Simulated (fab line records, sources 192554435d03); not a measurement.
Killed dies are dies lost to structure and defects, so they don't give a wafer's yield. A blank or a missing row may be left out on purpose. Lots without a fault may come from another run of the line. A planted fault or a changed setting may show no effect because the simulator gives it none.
Problem report in the 8D (eight disciplines) form, filled by code | flow n5_finfet | the parts of the form that need people (team, actions taken, sign-off) are left out

1. THE PROBLEM
spin_speed_rpm at N5_BEOL_M4_COAT_05 reads a mean of 1814.8 rpm on 9 wafers of 3 lots; wafers without a fault read 1499.8 rpm with a standard deviation of 0.87. That is +99 or more standard deviations from the usual mean.
The step: resist thk 30 nm.
First seen on wafer L824.1, day 10 16:31, on litho_track-03. The record holds 15 wafers of 5 lots with a number at this step. Rule for "out", or "out of limits": more than 4 standard deviations from the usual mean. The other wafers with a number count as sound.

2. WHAT IT IS AND WHAT IT IS NOT
question                    | is                     | is not
which readings at this step | spin_speed_rpm         | chill_plate_temp_C, resist_line_temp_C
which lots                  | L824, L826, L827       | L823, L825
which wafers of those lots  | all that have a number | -
read on which tools         | litho_track-03         | litho_track-01
when                        | from day 10 16:31      | up to then (3 sound wafers); but 3 sound wafers of L825 came after

3. SUSPECTS, AND WHAT RULES EACH OUT
Counting: a tool at a process step up to the reading stays a suspect if it ran every lot that is out and no sound lot after the first of them.
- litho_track-03 at N5_BEOL_M4_COAT_05 (resist thk 30 nm): kept. It ran every lot that is out, first L824 (day 10 16:31), and no sound lot after that; its last sound lot up to then is L823 (day 10 14:10). Its own readings are out on those wafers: spin_speed_rpm.
Left after counting: litho_track-03 at N5_BEOL_M4_COAT_05.

4. THE CAUSE (what the simulator had put in)
Process parameter drift: litho_track-03, from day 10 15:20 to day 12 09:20, at N5_BEOL_M4_COAT_05. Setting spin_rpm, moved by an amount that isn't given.
Counting left only this tool.

5. THE CHAIN OF EFFECTS, in route order
Each row: a reading whose mean over the struck wafers that have a number lies more than 3 standard deviations from the usual. Only readings for which the record gives a usual standard deviation are gone through. hours: the time from each lot's start at the first step in this table that gives one to its start at this step, as a median over the lots. sigmas: the change in usual standard deviations.
hours | step               | reading        | usual      | on struck wafers | change | sigmas
0     | N5_BEOL_M4_COAT_05 | spin_speed_rpm | 1499.8 rpm | 1814.8           | +315.0 | +99 or more
The process steps in it:
- N5_BEOL_M4_COAT_05: resist thk 30 nm.
Later measuring or inspecting steps at which every struck wafer that the step has a row for has a number for every such reading, and none has moved that far: N5_BEOL_M4_RC_MEAS_101.

6. WHAT WOULD HAVE CAUGHT IT SOONER
In this record the first reading out of limits was taken at day 10 16:31, 1 hour after the fault began at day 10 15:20.
